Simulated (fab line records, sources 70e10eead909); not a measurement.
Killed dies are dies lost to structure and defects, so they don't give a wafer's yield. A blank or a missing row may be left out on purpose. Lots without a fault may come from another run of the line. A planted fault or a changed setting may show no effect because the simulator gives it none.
Which tool did it? | flow nand_harc | 15 lots, 43 wafers sampled, at 5 steps of a route of 1302

WHAT THE GAUGES READ, wafer by wafer
NHARC_A_ONON_D2_THK_MEAS_11: measures by ellipsometry. Usual: thk_nm 1000 nm, standard deviation 10.
lot  | measured     | on            | thk_nm (nm)    | flag
L823 | day 13 07:38 | film_metro-01 | 996 996 995    |
L826 | day 14 00:50 | film_metro-01 | 1001 1000 1000 |
L830 | day 15 19:16 | film_metro-02 | 1002 1432 1002 | OFF
L831 | day 16 06:36 | film_metro-02 | 971 1399       | OFF
L833 | day 16 13:58 | film_metro-02 | 1431 1430      | OFF
L835 | day 17 12:22 | film_metro-02 | 996 994 992    |
L836 | day 18 14:13 | film_metro-02 | 1009 1007 1008 |
L838 | day 19 02:25 | film_metro-01 | 1013 1013 1013 |
L839 | day 19 13:19 | film_metro-01 | 989 989 985    |
L840 | day 20 09:28 | film_metro-02 | 1010 1012 1011 |
L841 | day 20 14:50 | film_metro-01 | 1000 999 998   |
L842 | day 20 14:34 | film_metro-01 | 1013 1012 1013 |
L843 | day 21 09:52 | film_metro-02 | 1003 1003 1005 |
L845 | day 21 18:11 | film_metro-02 | 1009 1008 1008 |
L844 | day 21 17:57 | film_metro-02 | 1000 1001 1002 |

NHARC_END_SORT_01. Usual: killed_at_array 55, standard deviation 23; killed_at_other 1.0, standard deviation 1.2; killed_at_periphery 3.2, standard deviation 2.7; killed_dies 59, standard deviation 23; killed_open 3.1, standard deviation 1.6; killed_short 2.2, standard deviation 1.5.
lot  | measured     | on        | killed_at_array | killed_at_other | killed_at_periphery | killed_dies | killed_open | killed_short | flag
L830 | day 28 02:21 | prober-01 | 34 676 22       | 1 0 1           | 6 1 1               | 41 677 24   | 4 2 2       | 0 0 2        | OFF
L831 | day 28 09:23 | prober-01 | 31 670          | 2 0             | 2 7                 | 35 677      | 0 1         | 0 0          | OFF
L833 | day 29 03:47 | prober-02 | 673 673         | 2 2             | 2 2                 | 677 677     | 6 3         | 2 0          | OFF
L836 | day 30 03:25 | prober-02 | 47 66 43        | 0 0 0           | 1 4 6               | 48 70 49    | 3 5 3       | 2 5 3        |

WHICH TOOL RAN EACH LOT (tool, then ch and the chambers of the sampled wafers, then the start)
lot  | NHARC_A_DECK1_JOINT_CMP_13    | NHARC_A_ONON_D2_DEP_09           | NHARC_A_ONON_D2_DEP_33
L823 | cmp-03 ch 0,1,3, day 12 05:38 | pecvd_onon-04 ch 0, day 13 07:11 | pecvd-03 ch 0,1,2, day 13 18:11
L826 | cmp-03 ch 0,3, day 12 23:40   | pecvd_onon-03 ch 0, day 14 00:25 | pecvd-02 ch 0,2, day 14 12:19
L830 | cmp-02 ch 2,3, day 14 18:25   | pecvd_onon-03 ch 0, day 15 18:49 | pecvd-01 ch 0,1,2, day 16 05:56
L831 | cmp-04 ch 1,3, day 15 03:50   | pecvd_onon-03 ch 0, day 16 06:05 | pecvd-02 ch 2, day 16 16:49
L833 | cmp-04 ch 1, day 15 13:19     | pecvd_onon-03 ch 0, day 16 13:38 | pecvd-03 ch 0,2, day 17 00:49
L835 | cmp-03 ch 1,2,3, day 16 08:27 | pecvd_onon-04 ch 0, day 17 11:52 | pecvd-03 ch 1,2, day 18 00:47
L836 | cmp-04 ch 1,3, day 17 11:03   | pecvd_onon-04 ch 0, day 18 13:46 | pecvd-02 ch 0,1,2, day 18 22:17
L838 | cmp-02 ch 0,1,2, day 17 19:21 | pecvd_onon-03 ch 0, day 19 01:54 | pecvd-01 ch 1,2, day 19 18:12
L839 | cmp-02 ch 1,2,3, day 18 07:26 | pecvd_onon-04 ch 0, day 19 12:52 | pecvd-01 ch 0,2, day 20 02:34
L840 | cmp-03 ch 0,1,2, day 19 05:07 | pecvd_onon-01 ch 0, day 20 08:56 | pecvd-02 ch 0,1,2, day 20 19:59
L841 | cmp-04 ch 0,1,2, day 19 13:46 | pecvd_onon-01 ch 0, day 20 14:20 | pecvd-02 ch 1,2, day 21 00:48
L842 | cmp-02 ch 1,3, day 19 13:46   | pecvd_onon-03 ch 0, day 20 14:06 | pecvd-03 ch 0,1,2, day 21 00:55
L843 | cmp-03 ch 0,2,3, day 20 07:29 | pecvd_onon-03 ch 0, day 21 09:25 | pecvd-03 ch 0,1, day 21 20:11
L845 | cmp-03 ch 0,1,2, day 20 14:59 | pecvd_onon-03 ch 0, day 21 17:44 | pecvd-01 ch 0,1,2, day 22 04:39
L844 | cmp-02 ch 0,2,3, day 20 15:02 | pecvd_onon-01 ch 0, day 21 17:37 | pecvd-03 ch 0,1,2, day 22 04:56
- NHARC_A_DECK1_JOINT_CMP_13: polishes, target thk 51.023 nm.
- NHARC_A_ONON_D2_DEP_09: target thk 1000 nm.
- NHARC_A_ONON_D2_DEP_33: deposits SiO2, target thk 200 nm.

WHAT THE TOOLS THEMSELVES READ (means of the sampled wafers that have a number; where no wafer has one, the mark that the record gives instead)
NHARC_A_DECK1_JOINT_CMP_13. Usual: motor_current_A 12.1 A, standard deviation 0.98; time_to_endpoint_s 8.2 s, standard deviation 2.5.
lot  | tool   | motor_current_A (A) | time_to_endpoint_s (s) | flag
L823 | cmp-03 | 11.8                | 8.2                    |
L826 | cmp-03 | 10.8                | 7.5                    |
L830 | cmp-02 | 12.1                | 6.2                    |
L831 | cmp-04 | 11.6                | 8.2                    |
L833 | cmp-04 | 12.1                | 9.2                    |
L835 | cmp-03 | 12.6                | 6.4                    |
L836 | cmp-04 | 11.0                | 8.4                    |
L838 | cmp-02 | 12.3                | 8.1                    |
L839 | cmp-02 | 12.3                | 5.2                    |
L840 | cmp-03 | 12.5                | 9.9                    |
L841 | cmp-04 | 12.2                | 7.6                    |
L842 | cmp-02 | 12.5                | 6.1                    |
L843 | cmp-03 | 11.9                | 11.4                   |
L845 | cmp-03 | 12.7                | 11.7                   |
L844 | cmp-02 | 12.2                | 11.7                   |

NHARC_A_ONON_D2_DEP_33. Usual: heater_power_w 512 W, standard deviation 97; rf_fwd_power_W 897.9 W, standard deviation 2.4; throttle_valve_pct 15.8 %, standard deviation 0.73.
lot  | tool     | heater_power_w (W) | rf_fwd_power_W (W) | throttle_valve_pct (%) | flag
L823 | pecvd-03 | 549                | 897.3              | 16.1                   |
L826 | pecvd-02 | 462                | 895.7              | 15.1                   |
L830 | pecvd-01 | 478                | 899.1              | 15.4                   |
L831 | pecvd-02 | 472                | 897.5              | 15.1                   |
L833 | pecvd-03 | 644                | 897.0              | 15.6                   |
L835 | pecvd-03 | 455                | 897.4              | 16.6                   |
L836 | pecvd-02 | 492                | 897.4              | 15.3                   |
L838 | pecvd-01 | 433                | 898.1              | 15.3                   |
L839 | pecvd-01 | 434                | 899.0              | 15.1                   |
L840 | pecvd-02 | 523                | 897.1              | 15.6                   |
L841 | pecvd-02 | 491                | 899.6              | 15.8                   |
L842 | pecvd-03 | 536                | 896.4              | 16.2                   |
L843 | pecvd-03 | 639                | 900.6              | 15.9                   |
L845 | pecvd-01 | 430                | 898.7              | 15.4                   |
L844 | pecvd-03 | 530                | 897.5              | 16.3                   |

THE ANSWER, worked out from the rows above alone
Rule: a lot is off if the mean of its wafers that have a number lies more than 3 standard deviations from the usual mean. A lot without any number at a reading at which 4 lots or more have one is off too. The other lots that the step has rows for count as sound. The gauges are gone through in route order, then the tools' own readings, and for those a lot's mean is taken as printed above. The first step at which some lot is off is used, and at that step the reading that is off furthest; a lot without a number counts as furthest.
Off: L830, L831, L833, at NHARC_A_ONON_D2_THK_MEAS_11 (thk_nm).
A tool fits if, at a process step before that reading, it ran every lot that is off, and no sound lot after the first of them. The gauges at NHARC_A_ONON_D2_THK_MEAS_11 aren't tried: what is off there is off at NHARC_END_SORT_01 too, on other tools, and a gauge's error can't cause that. None of those tried fits.

WHAT THE SIMULATOR HAD PUT IN
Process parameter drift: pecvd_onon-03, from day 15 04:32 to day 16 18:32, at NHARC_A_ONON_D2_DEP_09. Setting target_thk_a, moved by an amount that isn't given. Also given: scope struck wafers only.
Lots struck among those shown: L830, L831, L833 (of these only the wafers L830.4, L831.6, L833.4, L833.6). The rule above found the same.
